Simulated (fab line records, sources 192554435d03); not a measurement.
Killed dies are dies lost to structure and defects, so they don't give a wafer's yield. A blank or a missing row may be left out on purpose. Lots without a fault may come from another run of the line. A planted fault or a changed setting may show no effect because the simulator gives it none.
Which tool did it? | flow n5_finfet | 10 lots, 28 wafers sampled, at 4 steps of a route of 1938

WHAT THE GAUGES READ, wafer by wafer
The record holds no reading of a measuring or inspecting step that can be judged against a usual standard deviation.

WHICH TOOL RAN EACH LOT (tool, then ch and the chambers of the sampled wafers, then the start)
lot  | N5_BEOL_M7_ETCH_65                 | N5_BEOL_M8_ETCH_61                 | N5_BEOL_M8_STRIP_67                | N5_BEOL_M8_HM_OPEN_17
L551 | rie_diel-03 ch 1,2,3, day 9 01:30  | rie_diel-06 ch 0,3, day 9 07:22    | rie_diel-06 ch 0,3, day 9 07:35    | rie_metal-01 ch 0,1, day 9 07:39
L556 | rie_diel-03 ch 0,2, day 10 08:11   | rie_diel-02 ch 0,1, day 10 14:02   | rie_diel-02 ch 0,1, day 10 14:14   | rie_metal-03 ch 0,1, day 10 14:16
L554 | rie_diel-04 ch 0,2, day 10 10:59   | rie_diel-05 ch 1,2, day 10 18:25   | rie_diel-05 ch 1,2, day 10 18:37   | rie_metal-03 ch 0, day 10 18:40
L555 | rie_diel-04 ch 0,1,2, day 10 11:28 | rie_diel-05 ch 0,1,3, day 10 18:58 | rie_diel-05 ch 0,1,3, day 10 19:10 | rie_metal-01 ch 0,1, day 10 19:12
L558 | rie_diel-03 ch 0,1, day 11 04:47   | rie_diel-05 ch 0,3, day 11 11:57   | rie_diel-05 ch 0,3, day 11 12:09   | rie_metal-01 ch 0,1, day 11 12:11
L559 | rie_diel-03 ch 1, day 11 11:25     | rie_diel-05 ch 0,1, day 11 16:35   | rie_diel-05 ch 0,1, day 11 16:47   | rie_metal-02 ch 0,1, day 11 16:49
L567 | rie_diel-01 ch 0,2,3, day 13 10:10 | rie_diel-02 ch 1,2,3, day 13 16:20 | rie_diel-02 ch 1,2,3, day 13 16:32 | rie_metal-02 ch 0,1, day 13 16:37
L569 | rie_diel-03 ch 1,2, day 13 18:06   | rie_diel-06 ch 0,1,2, day 13 22:46 | rie_diel-06 ch 0,1,2, day 13 22:58 | rie_metal-01 ch 0, day 13 23:03
L572 | rie_diel-04 ch 0,1,3, day 14 18:38 | rie_diel-06 ch 0,1,2, day 15 01:56 | rie_diel-06 ch 0,1,2, day 15 02:08 | rie_metal-02 ch 0,1, day 15 02:11
L574 | rie_diel-03 ch 0,2,3, day 15 04:16 | rie_diel-02 ch 0,1, day 15 12:19   | rie_diel-02 ch 0,1, day 15 12:31   | rie_metal-02 ch 0,1, day 15 12:33
- N5_BEOL_M7_ETCH_65: etches SiARC in CF4, target depth 15.6 nm, time 26 s.
- N5_BEOL_M8_ETCH_61: etches SiARC in CF4, target depth 45.5 nm, time 75.8 s.
- N5_BEOL_M8_STRIP_67: strips in CF4.
- N5_BEOL_M8_HM_OPEN_17: chemistry Cl2/BCl3, target TiN, target depth 20 nm, overetch 6 nm.

WHAT THE TOOLS THEMSELVES READ (means of the sampled wafers that have a number; where no wafer has one, the mark that the record gives instead)
N5_BEOL_M7_ETCH_65. Usual: drypump_motor_current_A 5.8 A, standard deviation 0.57; etch_rf_on_time_s 25.8 s, standard deviation 0.33; oes_product_au 0.68 a.u., standard deviation 0.077; rf_vpp_V 184.4 V, standard deviation 1.3; showerhead_plenum_p_Torr 2.16 Torr, standard deviation 0.079; throttle_valve_pct 15.58 %, standard deviation 0.19.
lot  | tool        | drypump_motor_current_A (A) | etch_rf_on_time_s (s) | oes_product_au (a.u.) | rf_vpp_V (V) | showerhead_plenum_p_Torr (Torr) | throttle_valve_pct (%) | flag
L551 | rie_diel-03 | 6.0                         | 25.8                  | 0.67                  | 184.9        | 2.21                            | 15.57                  |
L556 | rie_diel-03 | 5.2                         | 25.9                  | 0.62                  | 183.7        | 2.08                            | 15.62                  |
L554 | rie_diel-04 | 5.6                         | 25.7                  | 0.63                  | 184.6        | 2.18                            | 15.81                  |
L555 | rie_diel-04 | 5.6                         | 25.8                  | 0.68                  | 185.0        | 2.17                            | 15.71                  |
L558 | rie_diel-03 | 5.6                         | 26.2                  | 0.61                  | 184.0        | 2.13                            | 15.65                  |
L559 | rie_diel-03 | 6.1                         | 26.1                  | 0.61                  | 185.2        | 2.22                            | 15.77                  |
L567 | rie_diel-01 | 6.2                         | 25.4                  | 0.72                  | 184.1        | 2.14                            | 15.48                  |
L569 | rie_diel-03 | 5.7                         | 26.1                  | 0.60                  | 184.4        | 2.15                            | 15.81                  |
L572 | rie_diel-04 | 5.9                         | 25.6                  | 0.72                  | 184.2        | 2.22                            | 15.53                  |
L574 | rie_diel-03 | 5.7                         | 26.0                  | 0.64                  | 184.3        | 2.14                            | 15.60                  |

N5_BEOL_M8_ETCH_61. Usual: drypump_motor_current_A 5.7 A, standard deviation 0.45; etch_rf_on_time_s 75.8 s, standard deviation 1.2; oes_product_au 0.68 a.u., standard deviation 0.075; rf_vpp_V 184.3 V, standard deviation 1.3; showerhead_plenum_p_Torr 2.16 Torr, standard deviation 0.083; throttle_valve_pct 15.62 %, standard deviation 0.24.
lot  | tool        | drypump_motor_current_A (A) | etch_rf_on_time_s (s) | oes_product_au (a.u.) | rf_vpp_V (V) | showerhead_plenum_p_Torr (Torr) | throttle_valve_pct (%) | flag
L551 | rie_diel-06 | 5.8                         | 74.9                  | 0.63                  | 184.2        | 2.15                            | 15.80                  |
L556 | rie_diel-02 | 6.4                         | 75.7                  | 0.64                  | 184.5        | 2.16                            | 15.44                  |
L554 | rie_diel-05 | 5.3                         | 76.4                  | 0.70                  | 184.8        | 2.20                            | 15.73                  |
L555 | rie_diel-05 | 5.3                         | 75.7                  | 0.67                  | 184.1        | 2.15                            | 15.61                  |
L558 | rie_diel-05 | 5.4                         | 47.0                  | 0.89                  | 184.8        | 2.15                            | 15.50                  | OFF
L559 | rie_diel-05 | 5.6                         | 60.2                  | 0.84                  | 184.6        | 2.12                            | 15.57                  | OFF
L567 | rie_diel-02 | 6.1                         | 76.6                  | 0.67                  | 183.3        | 2.17                            | 15.46                  |
L569 | rie_diel-06 | 5.6                         | 76.1                  | 0.70                  | 184.2        | 2.13                            | 15.80                  |
L572 | rie_diel-06 | 5.6                         | 76.8                  | 0.69                  | 184.6        | 2.12                            | 15.81                  |
L574 | rie_diel-02 | 6.5                         | 75.5                  | 0.63                  | 184.5        | 2.19                            | 15.50                  |

N5_BEOL_M8_STRIP_67. Usual: drypump_motor_current_A 5.7 A, standard deviation 0.45; oes_product_au 0.80 a.u., standard deviation 0.085; rf_vpp_V 271.5 V, standard deviation 1.6; showerhead_plenum_p_Torr 1.82 Torr, standard deviation 0.069; throttle_valve_pct 13.60 %, standard deviation 0.25.
lot  | tool        | drypump_motor_current_A (A) | oes_product_au (a.u.) | rf_vpp_V (V) | showerhead_plenum_p_Torr (Torr) | throttle_valve_pct (%) | flag
L551 | rie_diel-06 | 5.8                         | 0.74                  | 271.3        | 1.80                            | 13.79                  |
L556 | rie_diel-02 | 6.5                         | 0.76                  | 271.1        | 1.82                            | 13.45                  |
L554 | rie_diel-05 | 5.3                         | 0.82                  | 272.0        | 1.85                            | 13.69                  |
L555 | rie_diel-05 | 5.3                         | 0.79                  | 270.7        | 1.81                            | 13.60                  |
L558 | rie_diel-05 | 5.3                         | 0.77                  | 272.3        | 1.80                            | 13.51                  |
L559 | rie_diel-05 | 5.6                         | 0.82                  | 270.0        | 1.78                            | 13.54                  |
L567 | rie_diel-02 | 6.0                         | 0.80                  | 272.1        | 1.82                            | 13.46                  |
L569 | rie_diel-06 | 5.6                         | 0.82                  | 269.9        | 1.79                            | 13.75                  |
L572 | rie_diel-06 | 5.6                         | 0.81                  | 270.4        | 1.78                            | 13.78                  |
L574 | rie_diel-02 | 6.5                         | 0.74                  | 271.7        | 1.84                            | 13.53                  |

N5_BEOL_M8_HM_OPEN_17. Usual: drypump_motor_current_A 5.79 A, standard deviation 0.28; he_backside_leak_sccm 3.33 sccm, standard deviation 0.18; oes_product_au 0.66 a.u., standard deviation 0.085; throttle_valve_pct 22.12 %, standard deviation 0.16.
lot  | tool         | drypump_motor_current_A (A) | he_backside_leak_sccm (sccm) | oes_product_au (a.u.) | throttle_valve_pct (%) | flag
L551 | rie_metal-01 | 5.92                        | 3.40                         | 0.74                  | 22.02                  |
L556 | rie_metal-03 | 5.91                        | 3.33                         | 0.58                  | 22.11                  |
L554 | rie_metal-03 | 5.99                        | 3.39                         | 0.58                  | 21.96                  |
L555 | rie_metal-01 | 6.15                        | 3.44                         | 0.69                  | 22.02                  |
L558 | rie_metal-01 | 6.05                        | 3.35                         | 0.71                  | 22.03                  |
L559 | rie_metal-02 | 5.46                        | 3.26                         | 0.68                  | 22.18                  |
L567 | rie_metal-02 | 5.41                        | 3.21                         | 0.68                  | 22.24                  |
L569 | rie_metal-01 | 5.72                        | 3.54                         | 0.74                  | 22.05                  |
L572 | rie_metal-02 | 5.43                        | 3.34                         | 0.67                  | 22.24                  |
L574 | rie_metal-02 | 5.41                        | 3.32                         | 0.68                  | 22.24                  |

THE ANSWER, worked out from the rows above alone
Rule: a lot is off if the mean of its wafers that have a number lies more than 3 standard deviations from the usual mean. A lot without any number at a reading at which 4 lots or more have one is off too. The other lots that the step has rows for count as sound. The gauges are gone through in route order, then the tools' own readings, and for those a lot's mean is taken as printed above. The first step at which some lot is off is used, and at that step the reading that is off furthest; a lot without a number counts as furthest.
Off: L558, L559, at N5_BEOL_M8_ETCH_61 (etch_rf_on_time_s).
A tool fits if, at that step or a process step before it, it ran every lot that is off, and no sound lot after the first of them. One fits: rie_diel-05 at N5_BEOL_M8_ETCH_61. Its last sound lot is L555 (day 10 18:58), its first lot that is off L558 (day 11 11:57): a fault that began between those two fits.
The tool's own readings at N5_BEOL_M8_ETCH_61 bear it out: on the lots that are off they differ by more than 5 times the standard deviation of the sound lots' means. etch_rf_on_time_s reads 53.6 s there against 76.0 s on the sound lots; oes_product_au reads 0.86 a.u. there against 0.67 a.u. on the sound lots.

WHAT THE SIMULATOR HAD PUT IN
Process parameter drift: rie_diel-05, from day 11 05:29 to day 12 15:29, at N5_BEOL_M8_ETCH_61. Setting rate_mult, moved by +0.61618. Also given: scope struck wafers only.
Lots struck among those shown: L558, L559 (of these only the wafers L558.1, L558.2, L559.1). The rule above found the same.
